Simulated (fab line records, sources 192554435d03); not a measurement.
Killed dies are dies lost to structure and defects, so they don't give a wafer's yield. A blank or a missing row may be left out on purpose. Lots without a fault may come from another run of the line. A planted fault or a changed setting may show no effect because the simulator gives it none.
Split-lot experiment | flow n5_finfet | 7 lots, 21 wafers read, on a route of 1938 steps

THE SPLIT
At N5_PASSIVATION_EXPOSE_41 (exposes mask PASS OPEN, defocus 0 nm, target cd 40000 nm), the setting dose_mj was moved away from the recipe's 57.25 on 9 of the 21 wafers read, by +3.5% to +7.1%. The other wafers ran this setting at the recipe's value.

FROM THE SPLIT TO THE READING: what the file shows between them, 2 steps
- N5_PASSIVATION_DEVELOP_43: develop time 60 s (also split here: develop_time_s)
- N5_PASSIVATION_HARDBAKE_45: time 120 s

THE READING
cd_nm, in nm, at N5_PASSIVATION_CD_MEAS_44 (target cd 40000 nm). Fault-free wafers of this fab line usually give 39999 nm, standard deviation 4.9 nm.

wafer  | tool, chamber at the split | dose_mj as run | against the recipe | cd_nm, nm | against lot-mates on the recipe
L074.3 | krf_scanner-02, 0          | 60.94          | +6.4%              | 40020     | +27
L074.4 | krf_scanner-02, 0          | 57.25          | recipe             | 39993     | -
L074.6 | krf_scanner-02, 0          | 60.94          | +6.4%              | 40026     | +33
L078.1 | krf_scanner-02, 0          | 57.25          | recipe             | 40004     | -
L078.2 | krf_scanner-02, 0          | 61.31          | +7.1%              | 40027     | +23
L078.4 | krf_scanner-02, 0          | 61.31          | +7.1%              | 40026     | +22
L083.4 | krf_scanner-01, 0          | 57.25          | recipe             | 40004     | -
L083.5 | krf_scanner-01, 0          | 60.62          | +5.9%              | 40022     | +18
L083.6 | krf_scanner-01, 0          | 60.62          | +5.9%              | 40022     | +18
L089.2 | krf_scanner-01, 0          | 57.25          | recipe             | 40001     | -
L089.3 | krf_scanner-01, 0          | 57.25          | recipe             | 39987     | -
L089.4 | krf_scanner-01, 0          | 57.25          | recipe             | 39998     | -
L087.2 | krf_scanner-01, 0          | 57.25          | recipe             | 39997     | -
L087.3 | krf_scanner-01, 0          | 57.25          | recipe             | 39999     | -
L087.6 | krf_scanner-01, 0          | 57.25          | recipe             | 39996     | -
L091.2 | krf_scanner-02, 0          | 59.24          | +3.5%              | 40000     | no lot-mate on the recipe
L091.3 | krf_scanner-02, 0          | 59.24          | +3.5%              | 40011     | no lot-mate on the recipe
L091.4 | krf_scanner-02, 0          | 59.24          | +3.5%              | 40005     | no lot-mate on the recipe
L096.1 | krf_scanner-02, 0          | 57.25          | recipe             | 40001     | -
L096.4 | krf_scanner-02, 0          | 57.25          | recipe             | 40007     | -
L096.6 | krf_scanner-02, 0          | 57.25          | recipe             | 40004     | -

THE FIT
A straight line over all 21 wafers: cd_nm changes by +3.66 nm for each +1% of dose_mj; r = +0.90; the points scatter about the line by 5.4 nm.
The same after taking each lot's own level away (the mean of its wafers on the recipe; 18 wafers): +3.63 nm for each +1%; r = +0.94; scatter 4.2 nm.
On that fit, the largest move of dose_mj shifts the reading by 26 nm.
The lots' own levels span 39993.0 to 40004.0 nm, that is 2.2 times the standard deviation above.
So the lot-to-lot level changes the slope little: the two slopes agree.
Check: with one of the wafers moved furthest among these (+7.1%) left out of the fit, the line predicts +26.4 nm for it against its lot-mates. It came out at +23 nm against them.

OTHER SPLITS ON THESE WAFERS
These wafers also went through other splits before the reading. Each is held against what the fit with the lots' levels taken away leaves over:
other split on the same wafers           | wafers away from the commonest value | r with cd_nm (lot level and that fit taken away)
N5_PASSIVATION_EXPOSE_07 dose_mj         | 5                                    | +0.33
N5_PASSIVATION_DEVELOP_43 develop_time_s | 8                                    | +0.18

THE FILE'S OWN FIT
cd_nm changes by +3.64 nm for each +1% of dose_mj, r = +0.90.
